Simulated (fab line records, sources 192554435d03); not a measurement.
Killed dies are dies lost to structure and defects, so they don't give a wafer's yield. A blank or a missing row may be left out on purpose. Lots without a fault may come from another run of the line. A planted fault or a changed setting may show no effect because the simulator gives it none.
Chamber matching | flow n5_finfet | N5_HKMG_FIN_ALD_36 on ald_metal-04: 4 sister chambers
The step deposits TiN, target thk 1 nm, pulse time 1 s, purge time 3 s. 20 wafers are shown with their chamber, then 10 later ones without.

WAFERS WITH THEIR CHAMBER
wafer  | chamber | heater_power_w (W) | precursor_pulse_height_rel
L075.2 | 0       | 888                | 1.003
L075.4 | 3       | 918                | 0.998
L075.6 | 3       | 907                | 1.019
L076.2 | 1       | 858                | 1.014
L076.3 | 2       | 835                | 1.005
L076.5 | 2       | 834                | 1.012
L079.1 | 1       | 820                | 0.985
L079.2 | 0       | 900                | 0.996
L079.3 | 2       | 822                | 1.000
L079.4 | 3       | 889                | 0.966
L079.5 | 3       | 908                | 1.006
L079.6 | 2       | 835                | 0.986
L081.2 | 2       | 831                | 0.984
L081.4 | 3       | 924                | 1.008
L081.5 | 3       | 893                | 0.982
L083.1 | 2       | 810                | 0.988
L083.3 | 1       | 839                | 0.992
L083.4 | 3       | 908                | 1.024
L091.1 | 1       | 835                | 0.992
L091.2 | 3       | 895                | 1.002

SIGNATURES (means of the wafers above)
reading                    | chamber 0 | chamber 1 | chamber 2 | chamber 3 | scatter within a chamber
heater_power_w             | 894.00    | 838.00    | 827.83    | 905.25    | 12.1
precursor_pulse_height_rel | 0.99950   | 0.99575   | 0.99583   | 1.00062   | 0.0152
Rule: a wafer's distance from a chamber is the root of the sum, over the readings, of the square of ((its reading less the chamber's mean) divided by the reading's scatter). The wafer belongs to the nearest chamber; if the next one is less than 2 further off, it can't be placed. The scatter: the root of (the sum of the squares of (reading less its chamber's mean) over the shown wafers, divided by (wafers less chambers)).

WAFERS WITHOUT THEIR CHAMBER
wafer  | heater_power_w (W) | precursor_pulse_height_rel
L091.3 | 814                | 1.002
L094.1 | 815                | 0.996
L094.2 | 921                | 1.012
L094.3 | 810                | 0.994
L094.4 | 906                | 1.007
L094.5 | 912                | 1.000
L094.6 | 813                | 1.005
L095.2 | 848                | 0.982
L095.3 | 889                | 0.992
L095.4 | 833                | 0.994

WHICH CHAMBER EACH WENT THROUGH
wafer  | from the rows above     | in truth
L091.3 | can't be placed: 2 or 1 | 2
L094.1 | can't be placed: 2 or 1 | 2
L094.2 | can't be placed: 3 or 0 | 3
L094.3 | can't be placed: 2 or 1 | 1
L094.4 | can't be placed: 3 or 0 | 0
L094.5 | can't be placed: 3 or 0 | 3
L094.6 | can't be placed: 2 or 1 | 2
L095.2 | can't be placed: 1 or 2 | 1
L095.3 | can't be placed: 0 or 3 | 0
L095.4 | can't be placed: 1 or 2 | 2
Placed correctly: 0 of 10. Can't be placed from these rows: 10 (the true chamber is among the candidates in 10). Placed wrongly: 0.
